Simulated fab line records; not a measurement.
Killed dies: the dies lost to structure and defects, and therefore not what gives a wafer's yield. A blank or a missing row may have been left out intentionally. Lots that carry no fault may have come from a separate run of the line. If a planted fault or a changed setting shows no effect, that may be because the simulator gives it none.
fab line records	flow n5Finfet	part 1 of 2: steps 1 to 22 of 33
record lots=5	wafers=15	lastDay=18
route steps=1938 shown BEOL_M14@1751 BEOL_M15@1773
lots with no fault: from the same line, run without faults
startH: hours from the record's first day to the start of the lot's first wafer shown	waitH: time in hours since the lot's previous step	" identical to the entry in the row above	L1.1+2: several wafers, shown together as one row	- no value present, or no start provided	* or withheld: withheld	< > ~ a bound
route shown NAME@n: names a module that has steps shown in the file, with the first one's number in the route	usual: mean/standard deviation taken from wafers without a fault	same: alike in all rows	chamber/n: place in a boat	sites: per-site readings	_std_site: how widely they spread, as a standard deviation	_edge_site: inner sites' mean taken away from outer sites' mean	radiusMm: for every site, how far away it sits from the centre of the wafer	mask NAME#n: copy n	behind: tool/chamber where the wafer was last shaped	hold: reason for holding the lot/hours on hold/outcome of the hold	device: transistor that didn't switch, given as n, p or np	end of line: the route-end tests of the same wafers	a step given without rows: its recipe and nothing more	killed: at the first sort, the dies lost to defects and structure; wafer yield is something else	map: a wafer's dies, marking killed ones x, the rest . and places with no die _
set.NAME: setting as actually run; set.NAME@STEP: the setting as run at that earlier step	model.NAME: the simulator's own value behind a step, which no gauge read
lots seen at some steps along the route; tables by step, rows by wafer
services: the hour from which a tool's chamber was out of use, counted from the record's first day as startH (under 0 if before that day), plus the number of hours and why
## steps
# step N5_BEOL_M14_ETCH_68
# recipe chemistry=N2/H2	target=SOC	maskMaterial=SiARC	sourceW=3000	biasW=350	tempC=40	timeS=450	ionEnergyEv=200	pressureMtorr=30	n2FlowSccm=200	h2FlowSccm=200
# usual drypumpMotorCurrentA=6.0/0.52	oesProductAu=0.81/0.087	rfVppV=525.3/2.5	showerheadPlenumPTorr=2.60/0.083	throttleValvePct=17.67/0.28
# same timeS=450
lot.wafer	tool	chamber	startH	waitH	drypumpMotorCurrentA	oesProductAu	rfHoursCounterH	rfVppV	showerheadPlenumPTorr	throttleValvePct
L086.1	rieDiel-05	2	324.14	0.1	5.6	0.68	241	526.5	2.61	18.14
L086.2	"	0	"	"	5.6	0.91	41	526.4	2.57	17.69
L086.6	"	3	"	"	6.2	0.89	-	528.2	2.70	17.49
L089.2	rieDiel-05	1	354.90	0.1	6.5	0.92	12	521.9	2.51	17.12
L089.4	"	3	"	"	6.2	0.87	-	527.7	2.69	17.48
L089.6	"	0	"	"	5.6	0.88	-	525.0	2.57	17.70
L093.1	rieDiel-05	2	373.04	0.1	5.6	0.95	3	524.2	2.60	17.72
L093.3	"	3	"	"	6.2	0.87	47	528.5	2.69	17.48
L093.6	"	2	"	"	5.6	0.95	-	525.1	2.60	17.69
L096.1	rieDiel-02	0	397.24	0.1	6.3	0.90	16	525.9	2.59	17.08
L096.3	"	1	"	"	6.5	0.81	97	526.7	2.67	17.54
L096.5	"	3	"	"	6.0	0.83	-	526.9	2.66	17.75
L097.1	rieDiel-01	1	403.32	0.1	6.1	0.74	182	524.9	2.64	18.01
L097.2	"	2	"	"	4.9	0.93	10	528.8	2.72	17.49
L097.3	"	3	"	"	5.1	0.76	132	521.2	2.45	17.57
# step N5_BEOL_M14_STRIP_69
# recipe chemistry=N2/H2	tempC=40	n2FlowSccm=200	h2FlowSccm=200	rfFrequencyHz=6e+07
lot.wafer	tool	chamber	startH	waitH
L086.1+2+6	rieDiel-05	2,0,3	324.41	0.1
L089.2+4+6	rieDiel-05	1,3,0	355.16	0.1
L093.1+3+6	rieDiel-05	2,3,2	373.30	0.1
L096.1+3+5	rieDiel-02	0,1,3	397.51	0.1
L097.1+2+3	rieDiel-01	1,2,3	403.58	0.1
# step N5_BEOL_M14_TRENCH_ETCH_34
# recipe chemistry=C4F8/O2/Ar	target=SiO2	targetDepthA=5566.5	maskMaterial=SOC	heInnerTorr=15	heOuterTorr=30	timeS=126.9	ionEnergyEv=800	pressureMtorr=20	sourceW=1905	biasW=2040	Ar_flow_sccm=400	C4F8_flow_sccm=16	O2_flow_sccm=12
# usual drypumpMotorCurrentA=6.0/0.52	oesProductAu=0.81/0.089	rfVppV=2230/31	showerheadPlenumPTorr=3.51/0.11	throttleValvePct=30.9/0.37
# same timeS=126.9
lot.wafer	tool	chamber	startH	waitH	drypumpMotorCurrentA	oesProductAu	rfHoursCounterH	rfVppV	showerheadPlenumPTorr	throttleValvePct
L086.1	rieDiel-05	2	324.42	0.0	5.6	0.66	241	2204	3.54	31.3
L086.2	"	0	"	"	5.6	0.89	42	2272	3.51	31.2
L086.6	"	3	"	"	6.2	0.90	-	2191	3.64	30.7
L089.2	rieDiel-05	1	355.17	0.0	6.5	0.91	13	2248	3.36	30.1
L089.4	"	3	"	"	6.3	0.89	-	2192	3.63	30.7
L089.6	"	0	"	"	5.7	0.88	-	2271	3.51	31.2
L093.1	rieDiel-05	2	373.31	0.0	5.6	0.95	3	2204	3.54	31.1
L093.3	"	3	"	"	6.2	0.87	47	2192	3.63	30.7
L093.6	"	2	"	"	5.6	0.96	-	2204	3.54	31.1
L096.1	rieDiel-02	0	397.52	0.0	6.2	0.88	16	2257	3.50	30.1
L096.3	"	1	"	"	6.5	0.80	97	2252	3.59	30.5
L096.5	"	3	"	"	6.0	0.82	-	2193	3.62	31.2
L097.1	rieDiel-01	1	403.59	0.0	6.1	0.75	182	2253	3.56	31.1
L097.2	"	2	"	"	4.9	0.93	10	2232	3.65	30.6
L097.3	"	3	"	"	5.1	0.78	132	2182	3.35	30.8
# step N5_BEOL_M14_STRIP_70
# recipe chemistry=C4F8/O2/Ar	resist=SiARC	rfFrequencyHz=6e+07
lot.wafer	tool	chamber	startH	waitH
L086.1+2+6	rieDiel-05	2,0,3	324.53	0.1
L089.2+4+6	rieDiel-05	1,3,0	355.29	0.1
L093.1+3+6	rieDiel-05	2,3,2	373.42	0.1
L096.1+3+5	rieDiel-02	0,1,3	397.63	0.1
L097.1+2+3	rieDiel-01	1,2,3	403.71	0.1
# step N5_BEOL_M14_OCD_MEAS_35
# usual trenchDepthNm=557/13
lot.wafer	tool	chamber	startH	waitH	trenchDepthNm
L086.1	ocd-01	-	324.57	0.0	529
L086.2	"	-	"	"	551
L086.6	"	-	"	"	559
L089.2	ocd-02	-	355.33	0.0	559
L089.4	"	-	"	"	564
L089.6	"	-	"	"	560
L093.1	ocd-02	-	373.46	0.0	550
L093.3	"	-	"	"	559
L093.6	"	-	"	"	555
L096.1	ocd-01	-	397.67	0.0	538
L096.3	"	-	"	"	545
L096.5	"	-	"	"	558
L097.1	ocd-02	-	403.75	0.0	568
L097.2	"	-	"	"	558
L097.3	"	-	"	"	575
# step N5_BEOL_M14_STRIP_37
# recipe chemistry=O2	powerW=600	tempC=60	pressureMtorr=30	rfFrequencyHz=6e+07	biasPowerW=0	overashFraction=0.3	o2FlowSccm=225
# usual drypumpMotorCurrentA=5.9/0.53	oesProductAu=0.80/0.093	rfVppV=3.7/1.1	showerheadPlenumPTorr=2.14/0.077	throttleValvePct=16.58/0.26
lot.wafer	tool	chamber	startH	waitH	drypumpMotorCurrentA	oesProductAu	rfHoursCounterH	rfVppV	showerheadPlenumPTorr	throttleValvePct
L086.1	rieDiel-05	1	325.86	1.3	6.5	0.95	2	3.7	2.05	15.89
L086.2	"	3	"	"	6.2	0.90	31	3.7	2.25	16.42
L086.6	"	1	"	"	6.5	0.95	-	5.2	2.04	15.92
L089.2	rieDiel-02	1	355.38	0.0	6.5	0.83	85	3.1	2.20	16.36
L089.4	"	3	"	"	6.0	0.84	88	2.9	2.22	16.82
L089.6	"	0	"	"	6.2	0.94	-	1.9	2.14	15.92
L093.1	rieDiel-05	2	374.60	1.1	5.6	0.96	3	4.4	2.15	16.49
L093.3	"	3	"	"	6.2	0.86	48	3.8	2.24	16.47
L093.6	"	2	"	"	5.6	0.97	-	4.9	2.15	16.50
L096.1	rieDiel-05	0	398.66	1.0	5.7	0.86	67	3.7	2.14	16.77
L096.3	"	2	"	"	5.5	0.95	10	3.5	2.15	16.55
L096.5	"	0	"	"	5.6	0.86	-	2.9	2.14	16.78
L097.1	rieDiel-01	2	404.14	0.4	4.9	0.92	10	2.0	2.24	16.39
L097.2	"	1	"	"	6.2	0.72	182	2.7	2.18	16.83
L097.3	"	3	"	"	5.1	0.75	132	3.6	2.00	16.41
# step N5_BEOL_M14_ETCH_38
# recipe chemistry=CF4/N2	target=SiCN	targetDepthA=1065	taperDeg=2	timeS=120.6	ionEnergyEv=150	maskMaterial=SiO2	pressureMtorr=40	sourceW=430	biasW=70	Ar_flow_sccm=100	cf4FlowSccm=60	n2FlowSccm=60
# usual drypumpMotorCurrentA=5.9/0.53	oesProductAu=0.80/0.095	rfVppV=383.4/2	showerheadPlenumPTorr=2.26/0.071	throttleValvePct=15.36/0.24
# same timeS=120.6
lot.wafer	tool	chamber	startH	waitH	drypumpMotorCurrentA	oesProductAu	rfHoursCounterH	rfVppV	showerheadPlenumPTorr	throttleValvePct
L086.1	rieDiel-05	1	-	-	6.5	0.96	2	381.5	2.17	14.73
L086.2	"	3	"	"	6.3	0.90	31	384.5	2.34	15.07
L086.6	"	1	"	"	6.5	0.95	-	381.2	2.17	14.74
L089.2	rieDiel-02	1	-	-	6.5	0.81	85	385.9	2.32	15.19
L089.4	"	3	"	"	6.0	0.84	88	385.0	2.33	15.55
L089.6	"	0	"	"	6.2	0.94	-	384.0	2.26	14.79
L093.1	rieDiel-05	2	-	-	5.6	0.95	3	383.8	2.26	15.26
L093.3	"	3	"	"	6.2	0.87	48	385.7	2.33	15.11
L093.6	"	2	"	"	5.5	0.94	-	381.2	2.26	15.28
L096.1	rieDiel-05	0	-	-	5.6	0.87	67	382.5	2.24	15.44
L096.3	"	2	"	"	5.6	0.93	10	384.1	2.26	15.28
L096.5	"	0	"	"	5.5	0.86	-	383.2	2.24	15.45
L097.1	rieDiel-01	2	-	-	4.9	0.93	10	384.0	2.35	15.05
L097.2	"	1	"	"	6.2	0.75	183	385.0	2.28	15.55
L097.3	"	3	"	"	5.1	0.78	132	381.2	2.14	15.36
# step N5_BEOL_M14_PRECLEAN_39
# recipe chemistry=residueRemover	timeS=60	tempC=40
# same timeS=60
lot.wafer	tool	chamber	startH	waitH
L086.1+2+6	wetBench-04	5,1,6	326.06	-
L089.2+4+6	wetBench-04	7,3,2	355.57	-
L093.1+3+6	wetBench-04	0,5,2	374.80	-
L096.1+3+5	wetBench-02	3,7,1	398.88	-
L097.1+2+3	wetBench-04	1,2,3	404.33	-
# step N5_BEOL_M14_SRD_40
# recipe timeS=30	tempC=23	rinseLiquid=diw	dry=n2Spin	spinRpm=1500	dryTimeS=30
# same timeS=30
lot.wafer	tool	chamber	startH	waitH
L086.1+2+6	wetBench-04	5,1,6	326.08	0.0
L089.2+4+6	wetBench-04	7,3,2	355.59	0.0
L093.1+3+6	wetBench-04	0,5,2	374.82	0.0
L096.1+3+5	wetBench-02	3,7,1	398.90	0.0
L097.1+2+3	wetBench-04	1,2,3	404.35	0.0
# step N5_BEOL_M14_DEGAS_41
# recipe ambient=vacuum	tempC=300	timeS=60
# usual heaterPowerW=464/49
# same timeS=60
lot.wafer	tool	chamber	startH	waitH	heaterPowerW
L086.1	pvdSputter-01	-	326.56	0.5	456
L086.2	"	-	"	"	477
L086.6	"	-	"	"	470
L089.2	pvdSputter-01	-	355.74	0.1	479
L089.4	"	-	"	"	448
L089.6	"	-	"	"	478
L093.1	pvdSputter-03	-	375.10	0.3	405
L093.3	"	-	"	"	410
L093.6	"	-	"	"	493
L096.1	pvdSputter-01	-	399.18	0.3	462
L096.3	"	-	"	"	471
L096.5	"	-	"	"	460
L097.1	pvdSputter-03	-	404.64	0.3	411
L097.2	"	-	"	"	407
L097.3	"	-	"	"	503
# step N5_BEOL_M14_PRE_CLEAN_42
# recipe gas=H2/He	timeS=30	tempC=300
# usual heaterPowerW=465/50
# same timeS=30
lot.wafer	tool	chamber	startH	waitH	heaterPowerW
L086.1	pvdSputter-01	-	326.60	0.0	453
L086.2	"	-	"	"	459
L086.6	"	-	"	"	482
L089.2	pvdSputter-01	-	355.78	0.0	484
L089.4	"	-	"	"	453
L089.6	"	-	"	"	465
L093.1	pvdSputter-03	-	375.14	0.0	407
L093.3	"	-	"	"	416
L093.6	"	-	"	"	496
L096.1	pvdSputter-01	-	399.22	0.0	484
L096.3	"	-	"	"	494
L096.5	"	-	"	"	461
L097.1	pvdSputter-03	-	404.68	0.0	411
L097.2	"	-	"	"	405
L097.3	"	-	"	"	485
# step N5_BEOL_M14_SPUTTER_43
# recipe material=TaN	targetThkA=150	tempC=50	biasV=168.6	powerW=15000	chamberPressurePa=0.12	timeS=24.19
# usual throttleValvePct=30.1/0.98
# same timeS=24.19
lot.wafer	tool	chamber	startH	waitH	throttleValvePct
L086.1	pvdSputter-01	-	326.64	0.0	30.0
L086.2	"	-	"	"	31.1
L086.6	"	-	"	"	30.6
L089.2	pvdSputter-01	-	355.82	0.0	30.7
L089.4	"	-	"	"	30.0
L089.6	"	-	"	"	30.5
L093.1	pvdSputter-03	-	375.18	0.0	31.6
L093.3	"	-	"	"	30.5
L093.6	"	-	"	"	30.0
L096.1	pvdSputter-01	-	399.26	0.0	31.1
L096.3	"	-	"	"	30.4
L096.5	"	-	"	"	29.8
L097.1	pvdSputter-03	-	404.72	0.0	32.0
L097.2	"	-	"	"	30.7
L097.3	"	-	"	"	29.6
# step N5_BEOL_M14_SPUTTER_44
# recipe material=Ta	targetThkA=150	tempC=50	biasV=80	powerW=15000	chamberPressurePa=0.07	timeS=24.19
# usual throttleValvePct=30.1/0.98
# same timeS=24.19
lot.wafer	tool	chamber	startH	waitH	throttleValvePct
L086.1	pvdSputter-01	-	326.72	0.0	30.0
L086.2	"	-	"	"	30.9
L086.6	"	-	"	"	30.8
L089.2	pvdSputter-01	-	355.90	0.0	30.8
L089.4	"	-	"	"	29.8
L089.6	"	-	"	"	30.4
L093.1	pvdSputter-03	-	375.26	0.0	31.8
L093.3	"	-	"	"	30.7
L093.6	"	-	"	"	29.8
L096.1	pvdSputter-01	-	399.34	0.0	31.3
L096.3	"	-	"	"	30.7
L096.5	"	-	"	"	29.9
L097.1	pvdSputter-03	-	404.80	0.0	31.8
L097.2	"	-	"	"	30.6
L097.3	"	-	"	"	29.6
# step N5_BEOL_M14_SPUTTER_45
# recipe material=Cu	targetThkA=1000	tempC=-20	biasV=60	powerW=26000	chamberPressurePa=0.13	timeS=16.67
# usual throttleValvePct=30.1/0.96
# same timeS=16.67
lot.wafer	tool	chamber	startH	waitH	throttleValvePct
L086.1	pvdSputter-01	-	326.80	0.0	29.9
L086.2	"	-	"	"	31.0
L086.6	"	-	"	"	31.0
L089.2	pvdSputter-01	-	355.98	0.0	30.6
L089.4	"	-	"	"	29.5
L089.6	"	-	"	"	30.8
L093.1	pvdSputter-03	-	375.34	0.0	31.9
L093.3	"	-	"	"	30.8
L093.6	"	-	"	"	29.7
L096.1	pvdSputter-01	-	399.42	0.0	31.3
L096.3	"	-	"	"	30.4
L096.5	"	-	"	"	29.7
L097.1	pvdSputter-03	-	404.88	0.0	31.5
L097.2	"	-	"	"	30.8
L097.3	"	-	"	"	30.1
# step N5_BEOL_M14_ECD_47
# recipe material=Cu	targetThkA=12480
lot.wafer	tool	chamber	startH	waitH
L086.1+2+6	ecdCu-02	0,1,1	326.91	0.1
L089.2+4+6	ecdCu-01	1,1,0	356.10	0.1
L093.1+3+6	ecdCu-01	1	375.52	0.1
L096.1+3+5	ecdCu-01	0,0,1	399.54	0.1
L097.1+2+3	ecdCu-02	0,1,1	405.00	0.1
# step N5_BEOL_M14_ANNEAL_48
# recipe tempC=225	timeS=90	ambient=N2
# usual wafer_temp_C_max=226.1/0.36
# same timeS=90
lot.wafer	tool	chamber	startH	waitH	wafer_temp_C_max
L086.1	rtpAnneal-02	0	327.10	0.1	225.7
L086.2	"	0	"	"	225.9
L086.6	"	0	"	"	225.5
L089.2	rtpAnneal-01	0	356.33	0.2	226.2
L089.4	"	0	"	"	226.6
L089.6	"	0	"	"	226.0
L093.1	rtpAnneal-02	0	375.83	0.3	226.4
L093.3	"	0	"	"	226.0
L093.6	"	0	"	"	226.2
L096.1	rtpAnneal-01	0	399.73	0.1	226.0
L096.3	"	0	"	"	226.6
L096.5	"	0	"	"	227.2
L097.1	rtpAnneal-01	0	405.74	0.7	227.1
L097.2	"	0	"	"	225.9
L097.3	"	0	"	"	226.5
# step N5_BEOL_M14_CMP_49
# recipe stopOn=SiO2	tOverpolishS=5.2	downForcePsi=2	platenRpm=80	clearingPlatenDownForcePsi=2	clearingPlatenRpm=80	postCmpClean=cuAlkaline	targetThkNm=560	clearingPlatenPadVelocityMS=1.5917	padVelocityMS=1.5917
# usual barrierFieldEndpointS=11.29/0.27	motorCurrentA=8.6/0.96	overpolishRunS=5.200/0.0091	timeToEndpointS=121/4.3
lot.wafer	tool	chamber	startH	waitH	barrierFieldEndpointS	motorCurrentA	overpolishRunS	timeToEndpointS
L086.1	cmp-04	3	327.40	0.3	11.56	11.2	5.205	123
L086.2	"	2	"	"	11.35	7.1	5.200	122
L086.6	"	3	"	"	11.53	10.3	5.196	125
L089.4	cmp-01	2	356.62	0.2	11.34	7.9	5.196	116
L089.2	"	3	"	"	11.87	8.4	5.206	127
L089.6	"	2	"	"	11.20	7.7	5.187	117
L093.1	cmp-04	3	376.13	0.3	10.62	10.9	5.195	118
L093.3	"	2	"	"	11.27	7.2	5.212	123
L093.6	"	3	"	"	10.84	10.9	5.207	118
L096.3	cmp-02	3	400.28	0.4	11.42	9.0	5.182	121
L096.1	"	1	"	"	11.37	9.5	5.203	122
L096.5	"	0	"	"	11.67	7.8	5.197	126
L097.3	cmp-02	0	406.05	0.2	11.65	8.0	5.195	129
L097.1	"	1	"	"	11.27	8.8	5.200	122
L097.2	"	2	"	"	11.34	9.2	5.188	123
# step N5_BEOL_M14_THK_MEAS_50
# recipe thkMeasGauge=xrf	reads=Cu_of_BEOL_M14_ECD_47
# usual M14_THK=571/14
lot.wafer	tool	chamber	startH	waitH	M14_THK[nm]
L086.1	filmMetro-01	-	327.69	-	546
L086.2	"	-	"	"	568
L086.6	"	-	"	"	580
L089.2	filmMetro-01	-	356.88	-	574
L089.4	"	-	"	"	574
L089.6	"	-	"	"	573
L093.1	filmMetro-01	-	376.42	-	563
L093.3	"	-	"	"	573
L093.6	"	-	"	"	570
L096.1	filmMetro-01	-	400.58	-	552
L096.3	"	-	"	"	559
L096.5	"	-	"	"	570
L097.1	filmMetro-01	-	406.34	-	586
L097.2	"	-	"	"	572
L097.3	"	-	"	"	593
# step N5_BEOL_M14_PRE_CLEAN_52
# recipe gas=NH3	timeS=15	tempC=withheld	rfPowerW=300
# same timeS=15
lot.wafer	tool	chamber	startH	waitH
L086.1+2+6	pecvd-03	1,2,1	327.73	0.0
L089.2+4+6	pecvd-03	1,1,2	356.92	0.0
L093.1+3+6	pecvd-02	1,0,1	376.46	0.0
L096.1+3+5	pecvd-04	2,2,0	400.61	0.0
L097.1+2+3	pecvd-02	2,1,0	406.38	0.0
# step N5_BEOL_M14_DEP_53
# recipe material=SiCN	targetThkA=500	tempC=withheld	precursor=3MS/NH3	pressureTorr=3	rfW=675	timeS=17.8
# usual showerheadPlenumPTorr=4.160/0.027	throttleValvePct=17.8/0.65
# same timeS=17.8
lot.wafer	tool	chamber	startH	waitH	showerheadPlenumPTorr	throttleValvePct
L086.1	pecvd-03	1	327.76	0.0	4.222	18.7
L086.2	"	2	"	"	4.142	17.2
L086.6	"	1	"	"	4.221	18.6
L089.2	pecvd-03	1	356.94	0.0	4.219	19.0
L089.4	"	1	"	"	4.211	18.8
L089.6	"	2	"	"	4.153	17.0
L093.1	pecvd-02	1	376.50	0.0	4.134	17.2
L093.3	"	0	"	"	4.142	17.4
L093.6	"	1	"	"	4.128	17.4
L096.1	pecvd-04	2	400.65	0.0	4.152	18.9
L096.3	"	2	"	"	4.150	18.9
L096.5	"	0	"	"	4.175	18.4
L097.1	pecvd-02	2	406.41	0.0	4.176	17.6
L097.2	"	1	"	"	4.131	17.4
L097.3	"	0	"	"	4.150	17.4
# step N5_BEOL_M14_RS_MEAS_54
# recipe thkMeasGauge=four-point-probe	reads=Cu_of_BEOL_M14_ECD_47+Ta_of_BEOL_M14_SPUTTER_44+TaN_of_BEOL_M14_SPUTTER_43
# usual M14_RS=0.0332/0.00081
lot.wafer	tool	chamber	startH	waitH	M14_RS[ohm/sq]
L086.1	filmMetro-01	-	327.82	0.0	0.0348
L086.2	"	-	"	"	0.0336
L086.6	"	-	"	"	0.0330
L089.2	filmMetro-02	-	357.01	0.1	0.0329
L089.4	"	-	"	"	0.0328
L089.6	"	-	"	"	0.0331
L093.1	filmMetro-01	-	376.58	0.1	0.0336
L093.3	"	-	"	"	0.0331
L093.6	"	-	"	"	0.0333
L096.1	filmMetro-01	-	400.73	0.1	0.0343
L096.3	"	-	"	"	0.0340
L096.5	"	-	"	"	0.0331
L097.1	filmMetro-01	-	406.47	0.0	0.0325
L097.2	"	-	"	"	0.0331
L097.3	"	-	"	"	0.0321
# step N5_BEOL_M14_INSPECT_55
# recipe inspectInstrument=darkfield	mode=postDep
# usual rawDefectCount=58/20
lot.wafer	tool	chamber	startH	waitH	rawDefectCount
L086.1	defectInspect-01	-	327.85	0.0	41
L086.2	"	-	"	"	54
L086.6	"	-	"	"	67
L089.2	defectInspect-02	-	357.04	0.0	36
L089.4	"	-	"	"	37
L089.6	"	-	"	"	39
L093.1	defectInspect-01	-	376.61	0.0	54
L093.3	"	-	"	"	91
L093.6	"	-	"	"	91
L096.1	defectInspect-02	-	400.76	0.0	75
L096.3	"	-	"	"	45
L096.5	"	-	"	"	35
L097.1	defectInspect-02	-	406.50	0.0	72
L097.2	"	-	"	"	87
L097.3	"	-	"	"	103
